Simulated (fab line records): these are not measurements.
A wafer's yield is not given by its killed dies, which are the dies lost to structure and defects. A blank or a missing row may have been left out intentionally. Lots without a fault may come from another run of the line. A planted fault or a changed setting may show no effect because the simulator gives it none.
What tool caused it?    flow n5-finfet    22 lots with 66 wafers sampled at 6 steps, on a route of 1938 steps

WHAT THE GAUGES SHOWED, per wafer
The record holds no reading of a measuring or inspecting step that can be judged against a usual standard deviation.

TOOL THAT RAN EACH LOT (tool first, then ch and the chambers of the sampled wafers, then the start)
lot   N5_BEOL_M12_DEP_53               N5_BEOL_M13_ETCH_59                 N5_BEOL_M13_VIA_ETCH_16             N5_BEOL_M13_TRENCH_ETCH_34          N5_BEOL_M13_SPUTTER_43        N5_BEOL_M14_DESCUM_15
L075  pecvd-03 ch 1,2, day 11 05:23    rie-diel-03 ch 2,3, day 11 06:27    rie-diel-03 ch 2,3, day 11 06:30    rie-diel-01 ch 1,3, day 11 08:22    pvd-sputter-02, day 11 11:26  rie-diel-04 ch 0,1, day 11 15:41
L074  pecvd-03 ch 0,2, day 11 05:26    rie-diel-03 ch 2,3, day 11 06:09    rie-diel-03 ch 2,3, day 11 06:12    rie-diel-06 ch 2,3, day 11 08:05    pvd-sputter-02, day 11 10:58  rie-diel-02 ch 1,2,3, day 11 14:12
L077  pecvd-01 ch 0,2, day 11 07:59    rie-diel-06 ch 0,2, day 11 08:43    rie-diel-06 ch 0,2, day 11 08:46    rie-diel-03 ch 2,3, day 11 10:10    pvd-sputter-03, day 11 11:35  rie-diel-02 ch 0,3, day 11 15:19
L078  pecvd-03 ch 1,2, day 11 22:32    rie-diel-06 ch 0,1,2, day 11 23:14  rie-diel-06 ch 0,1,2, day 11 23:18  rie-diel-06 ch 0,1, day 12 00:34    pvd-sputter-02, day 12 03:53  rie-diel-04 ch 0,2,3, day 12 05:58
L079  pecvd-03 ch 0,1, day 12 05:31    rie-diel-03 ch 0,3, day 12 06:16    rie-diel-03 ch 0,3, day 12 06:19    rie-diel-06 ch 2,3, day 12 07:43    pvd-sputter-03, day 12 10:39  rie-diel-05 ch 2,3, day 12 12:28
L080  pecvd-01 ch 0,2, day 12 13:01    rie-diel-06 ch 0,2,3, day 12 13:43  rie-diel-06 ch 0,2,3, day 12 13:46  rie-diel-03 ch 0,1,2, day 12 15:17  pvd-sputter-03, day 12 17:03  rie-diel-05 ch 0,1, day 12 18:52
L082  pecvd-01 ch 0,1,2, day 13 11:20  rie-diel-01 ch 0,1,3, day 13 12:02  rie-diel-01 ch 0,1,3, day 13 12:05  rie-diel-06 ch 0,1,2, day 13 13:24  pvd-sputter-01, day 13 15:38  rie-diel-02 ch 0,1,3, day 13 17:48
L081  pecvd-03 ch 1,2, day 13 11:25    rie-diel-06 ch 0,1,3, day 13 12:15  rie-diel-06 ch 0,1,3, day 13 12:18  rie-diel-03 ch 0,1, day 13 13:41    pvd-sputter-01, day 13 16:10  rie-diel-05 ch 0,2, day 13 18:38
L085  pecvd-02 ch 0,1,2, day 13 13:07  rie-diel-06 ch 1,2,3, day 13 14:01  rie-diel-06 ch 1,2,3, day 13 14:04  rie-diel-06 ch 1,2, day 13 15:46    pvd-sputter-03, day 13 16:41  rie-diel-02 ch 1,2, day 13 18:53
L083  pecvd-01 ch 0,2, day 13 14:10    rie-diel-06 ch 1,3, day 13 15:05    rie-diel-06 ch 1,3, day 13 15:08    rie-diel-06 ch 0,1,3, day 13 16:47  pvd-sputter-03, day 13 18:29  rie-diel-05 ch 0,1,2, day 13 20:40
L084  pecvd-02 ch 1,2, day 13 15:30    rie-diel-01 ch 1,3, day 13 16:26    rie-diel-01 ch 1,3, day 13 16:29    rie-diel-06 ch 0,1,3, day 13 17:56  pvd-sputter-01, day 13 18:42  rie-diel-05 ch 0,1,2, day 13 21:01
L087  pecvd-03 ch 0,1,2, day 14 09:37  rie-diel-06 ch 2,3, day 14 10:19    rie-diel-06 ch 2,3, day 14 10:22    rie-diel-03 ch 0,2, day 14 11:46    pvd-sputter-01, day 14 14:11  rie-diel-02 ch 0,1, day 14 16:31
L088  pecvd-03 ch 0,2, day 14 15:32    rie-diel-01 ch 0,2,3, day 14 16:14  rie-diel-01 ch 0,2,3, day 14 16:17  rie-diel-06 ch 0,3, day 14 17:42    pvd-sputter-03, day 14 20:28  rie-diel-05 ch 0,1,3, day 14 22:31
L086  pecvd-01 ch 0,1, day 14 15:49    rie-diel-01 ch 1,2,3, day 14 16:38  rie-diel-01 ch 1,2,3, day 14 16:41  rie-diel-03 ch 0,1,3, day 14 18:23  pvd-sputter-02, day 14 21:41  rie-diel-05 ch 0,2,3, day 14 23:37
L089  pecvd-01 ch 0,1, day 15 10:45    rie-diel-03 ch 2,3, day 15 11:35    rie-diel-03 ch 2,3, day 15 11:38    rie-diel-03 ch 0,1, day 15 13:11    pvd-sputter-01, day 15 16:44  rie-diel-05 ch 1,2, day 15 18:33
L093  pecvd-01 ch 0,1,2, day 15 11:50  rie-diel-06 ch 0,1,3, day 15 12:36  rie-diel-06 ch 0,1,3, day 15 12:40  rie-diel-03 ch 0,2,3, day 15 13:55  pvd-sputter-02, day 15 16:55  rie-diel-02 ch 2,3, day 15 18:46
L091  pecvd-03 ch 0,1,2, day 15 14:35  rie-diel-06 ch 0,2,3, day 15 15:25  rie-diel-06 ch 0,2,3, day 15 15:29  rie-diel-01 ch 1,2, day 15 16:44    pvd-sputter-02, day 15 17:22  rie-diel-02 ch 2,3, day 15 19:10
L092  pecvd-02 ch 0,1,2, day 15 17:46  rie-diel-03 ch 0,2,3, day 15 18:29  rie-diel-03 ch 0,2,3, day 15 18:32  rie-diel-01 ch 0,1,3, day 15 19:48  pvd-sputter-03, day 15 21:32  rie-diel-05 ch 0,1,2, day 15 23:41
L095  pecvd-03 ch 1,2, day 16 19:41    rie-diel-03 ch 0,2,3, day 16 20:23  rie-diel-03 ch 0,2,3, day 16 20:27  rie-diel-03 ch 0,1, day 16 21:43    pvd-sputter-01, day 17 04:46  rie-diel-05 ch 0,3, day 17 06:43
L094  pecvd-03 ch 0,1, day 17 03:10    rie-diel-03 ch 0,1,2, day 17 04:01  rie-diel-03 ch 0,1,2, day 17 04:05  rie-diel-03 ch 0,3, day 17 05:32    pvd-sputter-03, day 17 08:23  rie-diel-05 ch 2,3, day 17 10:44
L097  pecvd-01 ch 0,2, day 17 03:49    rie-diel-03 ch 0,1,3, day 17 04:52  rie-diel-03 ch 0,1,3, day 17 04:55  rie-diel-06 ch 1,3, day 17 06:16    pvd-sputter-03, day 17 10:43  rie-diel-02 ch 2,3, day 17 12:32
L096  pecvd-03 ch 1,2, day 17 14:53    rie-diel-06 ch 0,1,2, day 17 16:05  rie-diel-06 ch 0,1,2, day 17 16:08  rie-diel-06 ch 0,1,3, day 17 17:23  pvd-sputter-01, day 17 19:37  rie-diel-02 ch 0,1,3, day 17 21:34
- N5_BEOL_M12_DEP_53: deposits SiCN from 3MS/NH3, target thk 30 nm, time 10.5 s.
- N5_BEOL_M13_ETCH_59: etches BARC in N2/H2, target depth 89 nm, overetch 26.7 nm, time 67.9 s.
- N5_BEOL_M13_VIA_ETCH_16: etches SiOC in C4F8/O2/Ar, target depth 921.7 nm.
- N5_BEOL_M13_TRENCH_ETCH_34: etches SiOC in C4F8/O2/Ar, target depth 413.47 nm, time 162.6 s.
- N5_BEOL_M13_SPUTTER_43: material TaN, target thk 15 nm, time 24.19 s.
- N5_BEOL_M14_DESCUM_15: chemistry O2, time 7.9 s.

WHAT THE TOOLS THEMSELVES READ (means of the sampled wafers that have a number; where no wafer has one, the mark that the record gives instead)
N5_BEOL_M12_DEP_53.
lot   tool      showerhead-plenum-p-Torr (Torr)  throttle-valve-pct (%)
L075  pecvd-03  4.149                            17.4
L074  pecvd-03  4.158                            17.1
L077  pecvd-01  4.153                            18.1
L078  pecvd-03  4.142                            17.9
L079  pecvd-03  4.133                            17.8
L080  pecvd-01  4.161                            18.3
L082  pecvd-01  4.164                            18.0
L081  pecvd-03  4.157                            17.3
L085  pecvd-02  4.165                            18.4
L083  pecvd-01  4.157                            18.2
L084  pecvd-02  4.161                            17.8
L087  pecvd-03  4.143                            17.6
L088  pecvd-03  4.147                            17.5
L086  pecvd-01  4.160                            17.9
L089  pecvd-01  4.165                            17.6
L093  pecvd-01  4.165                            18.0
L091  pecvd-03  4.147                            17.6
L092  pecvd-02  4.158                            18.6
L095  pecvd-03  4.148                            17.3
L094  pecvd-03  4.134                            17.8
L097  pecvd-01  4.158                            18.2
L096  pecvd-03  4.140                            17.9

N5_BEOL_M13_ETCH_59.
lot   tool         drypump-motor-current-A (A)  oes-product-au (a.u.)  rf-vpp-V (V)  showerhead-plenum-p-Torr (Torr)  throttle-valve-pct (%)
L075  rie-diel-03  5.8                          0.67                   525.7         2.58                             17.94
L074  rie-diel-03  5.8                          0.66                   524.8         2.58                             17.95
L077  rie-diel-06  5.8                          0.67                   521.4         2.43                             17.83
L078  rie-diel-06  5.4                          0.66                   521.4         2.46                             17.77
L079  rie-diel-03  5.8                          0.65                   525.4         2.62                             17.98
L080  rie-diel-06  5.6                          0.67                   522.1         2.51                             17.77
L082  rie-diel-01  5.3                          0.61                   523.6         2.52                             18.09
L081  rie-diel-06  5.7                          0.63                   523.8         2.51                             17.87
L085  rie-diel-06  5.3                          0.66                   523.7         2.54                             17.71
L083  rie-diel-06  5.5                          0.63                   525.4         2.59                             17.79
L084  rie-diel-01  5.2                          0.60                   523.6         2.55                             18.00
L087  rie-diel-06  5.2                          0.69                   523.6         2.53                             17.62
L088  rie-diel-01  5.7                          0.63                   521.3         2.50                             18.10
L086  rie-diel-01  5.6                          0.61                   523.1         2.52                             18.00
L089  rie-diel-03  5.8                          0.78                   524.6         2.57                             17.73
L093  rie-diel-06  5.7                          0.69                   523.7         2.51                             17.76
L091  rie-diel-06  5.7                          0.66                   523.2         2.50                             17.80
L092  rie-diel-03  6.2                          0.76                   525.3         2.56                             17.71
L095  rie-diel-03  6.2                          0.75                   524.6         2.56                             17.70
L094  rie-diel-03  6.3                          0.73                   524.4         2.55                             17.71
L097  rie-diel-03  5.9                          0.74                   525.3         2.59                             17.76
L096  rie-diel-06  5.4                          0.70                   521.7         2.45                             17.69

N5_BEOL_M13_VIA_ETCH_16.
lot   tool         O2_flow_sccm (sccm)  drypump-motor-current-A (A)  oes-product-au (a.u.)  rf-vpp-V (V)  showerhead-plenum-p-Torr (Torr)  throttle-valve-pct (%)
L075  rie-diel-03  7.999                5.8                          0.71                   666.7         3.46                             24.29
L074  rie-diel-03  7.980                5.8                          0.70                   666.5         3.46                             24.28
L077  rie-diel-06  7.990                5.8                          0.71                   663.1         3.29                             24.19
L078  rie-diel-06  8.023                5.5                          0.70                   663.5         3.33                             24.12
L079  rie-diel-03  7.981                5.8                          0.70                   667.2         3.48                             24.16
L080  rie-diel-06  7.981                5.7                          0.71                   664.7         3.39                             24.10
L082  rie-diel-01  7.991                5.3                          0.64                   664.3         3.38                             24.33
L081  rie-diel-06  8.001                5.7                          0.65                   664.6         3.39                             24.23
L085  rie-diel-06  8.025                5.3                          0.70                   665.5         3.42                             24.02
L083  rie-diel-06  8.012                5.5                          0.67                   668.1         3.48                             24.13
L084  rie-diel-01  8.009                5.2                          0.63                   665.6         3.41                             24.18
L087  rie-diel-06  8.000                5.2                          0.74                   664.6         3.40                             23.90
L088  rie-diel-01  8.038                5.7                          0.66                   664.0         3.37                             24.44
L086  rie-diel-01  7.986                5.6                          0.65                   665.2         3.40                             24.29
L089  rie-diel-03  7.992                5.8                          0.83                   665.2         3.44                             24.13
L093  rie-diel-06  7.984                5.7                          0.74                   664.9         3.38                             24.16
L091  rie-diel-06  8.011                5.6                          0.69                   663.1         3.37                             24.11
L092  rie-diel-03  7.979                6.2                          0.81                   666.3         3.43                             24.04
L095  rie-diel-03  7.991                6.2                          0.81                   666.0         3.43                             24.03
L094  rie-diel-03  8.004                6.2                          0.77                   666.5         3.42                             24.00
L097  rie-diel-03  7.990                5.9                          0.79                   666.6         3.46                             23.97
L096  rie-diel-06  8.001                5.4                          0.74                   662.3         3.30                             24.06

N5_BEOL_M13_TRENCH_ETCH_34.
lot   tool         O2_flow_sccm (sccm)  drypump-motor-current-A (A)  oes-product-au (a.u.)  rf-vpp-V (V)  showerhead-plenum-p-Torr (Torr)  throttle-valve-pct (%)
L075  rie-diel-01  8.007                5.6                          0.71                   663.2         3.34                             24.23
L074  rie-diel-06  7.987                5.2                          0.85                   665.8         3.41                             23.87
L077  rie-diel-03  8.026                6.2                          0.87                   665.3         3.41                             24.21
L078  rie-diel-06  7.989                5.9                          0.72                   661.4         3.30                             24.34
L079  rie-diel-06  8.002                5.5                          0.80                   667.6         3.48                             23.98
L080  rie-diel-03  8.038                6.3                          0.91                   666.0         3.43                             23.95
L082  rie-diel-06  7.988                5.4                          0.75                   662.5         3.32                             24.13
L081  rie-diel-03  8.004                6.2                          0.90                   667.2         3.46                             23.82
L085  rie-diel-06  7.984                5.0                          0.80                   663.0         3.34                             23.92
L083  rie-diel-06  7.978                5.7                          0.73                   664.2         3.39                             24.24
L084  rie-diel-06  7.975                5.7                          0.73                   664.9         3.39                             24.24
L087  rie-diel-03  8.004                6.6                          0.90                   664.6         3.39                             24.06
L088  rie-diel-06  8.010                6.1                          0.73                   663.7         3.35                             24.33
L086  rie-diel-03  7.985                5.9                          0.91                   667.6         3.47                             23.95
L089  rie-diel-03  7.998                6.0                          0.86                   667.0         3.45                             23.91
L093  rie-diel-03  8.000                6.2                          0.90                   667.5         3.43                             24.03
L091  rie-diel-01  7.970                5.3                          0.70                   668.3         3.47                             24.24
L092  rie-diel-01  7.977                5.3                          0.70                   665.0         3.37                             24.35
L095  rie-diel-03  8.009                6.0                          0.86                   666.2         3.45                             23.91
L094  rie-diel-03  8.006                6.1                          0.89                   667.1         3.46                             23.91
L097  rie-diel-06  7.995                5.3                          0.87                   665.4         3.41                             23.98
L096  rie-diel-06  8.009                5.7                          0.79                   664.4         3.37                             24.17

N5_BEOL_M13_SPUTTER_43.
lot   tool            throttle-valve-pct (%)
L075  pvd-sputter-02  30.5
L074  pvd-sputter-02  30.3
L077  pvd-sputter-03  29.8
L078  pvd-sputter-02  29.8
L079  pvd-sputter-03  30.2
L080  pvd-sputter-03  29.5
L082  pvd-sputter-01  30.4
L081  pvd-sputter-01  30.3
L085  pvd-sputter-03  29.0
L083  pvd-sputter-03  29.5
L084  pvd-sputter-01  30.4
L087  pvd-sputter-01  30.7
L088  pvd-sputter-03  29.6
L086  pvd-sputter-02  30.3
L089  pvd-sputter-01  30.1
L093  pvd-sputter-02  30.4
L091  pvd-sputter-02  30.3
L092  pvd-sputter-03  29.3
L095  pvd-sputter-01  30.9
L094  pvd-sputter-03  29.9
L097  pvd-sputter-03  30.0
L096  pvd-sputter-01  30.3

N5_BEOL_M14_DESCUM_15.
lot   tool         drypump-motor-current-A (A)  oes-product-au (a.u.)  rf-vpp-V (V)  showerhead-plenum-p-Torr (Torr)  throttle-valve-pct (%)
L075  rie-diel-04  5.3                          0.86                   243.0         2.09                             20.13
L074  rie-diel-02  5.7                          0.83                   243.4         2.14                             20.21
L077  rie-diel-02  5.7                          0.81                   243.1         2.07                             20.17
L078  rie-diel-04  5.8                          0.85                   242.0         2.07                             20.19
L079  rie-diel-05  6.1                          0.92                   244.2         2.16                             20.35
L080  rie-diel-05  5.7                          0.83                   242.6         2.03                             20.36
L082  rie-diel-02  5.6                          0.78                   242.6         2.07                             20.27
L081  rie-diel-05  6.0                          0.87                   243.1         2.06                             20.33
L085  rie-diel-02  5.9                          0.79                   244.3         2.16                             20.30
L083  rie-diel-05  6.0                          0.85                   242.4         2.06                             20.41
L084  rie-diel-05  5.9                          0.85                   242.0         2.06                             20.40
L087  rie-diel-02  5.4                          0.76                   243.6         2.06                             20.37
L088  rie-diel-05  5.5                          0.80                   242.5         2.08                             20.39
L086  rie-diel-05  5.8                          0.85                   243.1         2.12                             20.36
L089  rie-diel-05  5.9                          0.82                   242.5         2.06                             20.48
L093  rie-diel-02  6.0                          0.77                   244.2         2.16                             20.26
L091  rie-diel-02  5.9                          0.80                   244.0         2.14                             20.17
L092  rie-diel-05  6.0                          0.83                   242.5         2.06                             20.43
L095  rie-diel-05  5.6                          0.80                   242.4         2.07                             20.36
L094  rie-diel-05  6.1                          0.86                   244.2         2.15                             20.40
L097  rie-diel-02  6.0                          0.76                   243.4         2.16                             20.28
L096  rie-diel-02  5.6                          0.85                   244.3         2.15                             20.18

THE ANSWER, worked out from the rows above alone
Rule: the lots themselves supply what counts as usual. Put in order of their means at a reading, lots are off if they are a third of the lots or fewer, leave a main group of 4 or more, and stand apart from it by a gap of 3 or more times the standard deviation of the main group's means; of several such gaps the widest counts. If all means in a main group match to the digits the tables above print for the reading, that group is not used. Also off: a lot with no number at a reading for which 4 or more lots have one. Any other lot the step has rows for is counted as sound. Order of review: gauges by route order, followed by the tools' own readings, for which a lot's mean as printed above is used. At the first step where some lot is off, the reading lying furthest off is the one used; lots without a number count as furthest.
None of the lots is off at any reading shown; this tells nothing.

WHAT THE SIMULATOR HAD INSERTED
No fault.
